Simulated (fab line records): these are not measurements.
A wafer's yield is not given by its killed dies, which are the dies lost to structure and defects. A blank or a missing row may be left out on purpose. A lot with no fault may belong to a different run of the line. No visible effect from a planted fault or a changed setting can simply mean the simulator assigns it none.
The tool behind it: which one?    flow n5_finfet    35 wafers from 12 lots sampled at 4 of the route's 1938 steps

## WHAT THE GAUGES READ, wafer by wafer
N5_BEOL_M8_CD_MEAS_28 targets a cd of 40 nm. Usual: cd_nm reads 40.01 nm (standard deviation 0.25).
lot   measured      on         cd_nm (nm)         flag
L505  day 13 15:19  cd_sem-01  40.15 40.16        
L506  day 13 18:58  cd_sem-03  39.50 39.94 40.13  
L510  day 14 00:19  cd_sem-03  40.26 39.97 40.03  
L512  day 14 09:23  cd_sem-01  40.01 40.30 39.49  
L509  day 14 12:56  cd_sem-02  40.52 39.78 40.53  
L511  day 15 09:51  cd_sem-02  40.15 40.07 40.05  
L513  day 15 19:22  cd_sem-03  40.05 40.26 40.26  
L519  day 17 07:44  cd_sem-02  40.08 39.83 40.18  
L524  day 17 18:56  cd_sem-01  40.04 39.91 40.00  
L526  day 17 19:20  cd_sem-03  40.11 39.72 40.00  
L523  day 18 16:37  cd_sem-02  40.24 40.15 39.75  
L527  day 19 02:59  cd_sem-03  39.96 39.96 40.46  

## WHAT TOOL EACH LOT RAN ON (gives the tool, then ch and the chambers of the sampled wafers, and finally the start)
lot   N5_BEOL_M8_CURE_74             N5_BEOL_M8_HM_OPEN_17              N5_BEOL_M8_COAT_71
L505  uv_cure-02 ch 1, day 13 12:10  rie_metal-01 ch 0,1, day 13 13:38  litho_track-01 ch 0, day 13 14:55
L506  uv_cure-02 ch 1, day 13 13:23  rie_metal-01 ch 0,1, day 13 16:31  litho_track-03 ch 0, day 13 18:42
L510  uv_cure-01 ch 0, day 13 18:55  rie_metal-03 ch 0,1, day 13 20:58  litho_track-04 ch 0, day 13 23:55
L512  uv_cure-03 ch 2, day 14 03:33  rie_metal-01 ch 0,1, day 14 06:09  litho_track-01 ch 0, day 14 09:07
L509  uv_cure-02 ch 2, day 14 07:33  rie_metal-01 ch 0,1, day 14 09:34  litho_track-01 ch 0, day 14 12:32
L511  uv_cure-02 ch 2, day 15 04:41  rie_metal-01 ch 0,1, day 15 08:44  litho_track-03 ch 0, day 15 09:35
L513  uv_cure-02 ch 1, day 15 15:19  rie_metal-01 ch 0,1, day 15 18:35  litho_track-04 ch 0, day 15 19:05
L519  uv_cure-02 ch 0, day 17 01:29  rie_metal-02 ch 0,1, day 17 05:33  litho_track-04 ch 0, day 17 07:20
L524  uv_cure-02 ch 0, day 17 12:55  rie_metal-01 ch 0,1, day 17 17:12  litho_track-04 ch 0, day 17 18:32
L526  uv_cure-03 ch 1, day 17 14:34  rie_metal-01 ch 0,1, day 17 17:32  litho_track-03 ch 0, day 17 18:56
L523  uv_cure-03 ch 1, day 18 10:34  rie_metal-01 ch 0,1, day 18 16:02  litho_track-04 ch 0, day 18 16:20
L527  uv_cure-03 ch 1, day 18 23:32  rie_metal-03 ch 0,1, day 19 02:19  litho_track-01 ch 0, day 19 02:36
- N5_BEOL_M8_CURE_74: cures SiCOH lowk, time 240 s.
- N5_BEOL_M8_HM_OPEN_17: chemistry Cl2/BCl3, target TiN, target depth 20 nm, overetch 6 nm.
- N5_BEOL_M8_COAT_71: time 60 s, resist thk 5 nm.

## AS READ BY THE TOOLS THEMSELVES (means over the sampled wafers that have a number; for cases with no such wafer, the mark the record gives instead)
N5_BEOL_M8_CURE_74. Usual: lamp_power_pct 52.31 %, standard deviation 0.054; wafer_temp_C_max 386.6, standard deviation 0.45.
lot   tool        lamp_power_pct (%)  wafer_temp_C_max  flag
L505  uv_cure-02  52.34               386.4             
L506  uv_cure-02  52.29               386.7             
L510  uv_cure-01  52.32               386.4             
L512  uv_cure-03  52.29               386.3             
L509  uv_cure-02  52.26               386.7             
L511  uv_cure-02  52.29               386.7             
L513  uv_cure-02  52.30               386.6             
L519  uv_cure-02  52.27               387.5             
L524  uv_cure-02  52.34               387.0             
L526  uv_cure-03  52.32               386.4             
L523  uv_cure-03  52.26               386.4             
L527  uv_cure-03  52.31               386.3             

N5_BEOL_M8_HM_OPEN_17. Usual: drypump_motor_current_A 6.2 A, standard deviation 0.41; he_backside_leak_sccm 3.36 sccm, standard deviation 0.27; oes_product_au 0.73 a.u., standard deviation 0.051; throttle_valve_pct 22.07 %, standard deviation 0.23.
lot   tool          drypump_motor_current_A (A)  he_backside_leak_sccm (sccm)  oes_product_au (a.u.)  throttle_valve_pct (%)  flag
L505  rie_metal-01  6.3                          3.41                          0.78                   22.20                   
L506  rie_metal-01  6.2                          3.30                          0.76                   22.13                   
L510  rie_metal-03  6.0                          3.44                          0.68                   21.90                   
L512  rie_metal-01  6.5                          3.15                          0.79                   22.25                   
L509  rie_metal-01  6.5                          3.28                          0.79                   22.24                   
L511  rie_metal-01  6.5                          3.37                          0.76                   22.27                   
L513  rie_metal-01  6.5                          3.52                          0.77                   22.26                   
L519  rie_metal-02  6.0                          3.36                          0.72                   21.95                   
L524  rie_metal-01  6.5                          3.27                          0.74                   22.26                   
L526  rie_metal-01  6.2                          3.21                          0.73                   22.16                   
L523  rie_metal-01  6.2                          3.43                          0.72                   22.17                   
L527  rie_metal-03  6.0                          3.63                          0.73                   21.91                   

N5_BEOL_M8_COAT_71. Usual: heater_power_total_W 391.6 W, standard deviation 1.3; spin_speed_rpm 1500.0 rpm, standard deviation 1.
lot   tool            heater_power_total_W (W)  spin_speed_rpm (rpm)  flag
L505  litho_track-01  392.7                     1499.7                
L506  litho_track-03  391.5                     1500.0                
L510  litho_track-04  390.5                     1499.9                
L512  litho_track-01  392.0                     1500.1                
L509  litho_track-01  390.8                     1500.2                
L511  litho_track-03  392.8                     1500.3                
L513  litho_track-04  391.9                     1499.2                
L519  litho_track-04  392.1                     1500.5                
L524  litho_track-04  391.8                     1410.6                OFF
L526  litho_track-03  391.2                     1498.7                
L523  litho_track-04  391.8                     1411.5                OFF
L527  litho_track-01  392.3                     1500.5                

## THE ANSWER, worked out from the rows above alone
Rule: a lot counts as off when the mean over its wafers that have a number is more than 3 standard deviations away from the usual mean. Also off: a lot with no number at a reading for which 4 or more lots have one. The other lots that the step has rows for count as sound. First the gauges in route order, then the tools' own readings, where a lot's mean is used as printed above. At the first step where some lot is off, the reading lying furthest off is the one used; lots without a number count as furthest.
Off: L524, L523 (N5_BEOL_M8_COAT_71, spin_speed_rpm).
A tool fits if, at that step or a process step before it, it ran every lot that is off, and no sound lot after the first of them. One fits: N5_BEOL_M8_COAT_71 on litho_track-04. Its last sound lot is L519 (day 17 07:20), its first lot that is off L524 (day 17 18:32): a fault that began between those two fits.
On the lots that are off, the tool's own readings at N5_BEOL_M8_COAT_71 differ by more than 5 times the standard deviation of the sound lots' means, which bears it out; spin_speed_rpm reads 1411.0 rpm there versus 1499.9 rpm on the sound lots.

## WHAT THE SIMULATOR HAD PUT IN
Drift in process parameters on litho_track-04 at N5_BEOL_M8_COAT_71, starting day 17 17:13. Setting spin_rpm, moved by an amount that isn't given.
Lots struck among those shown: L524, L523. The rule above found the same.
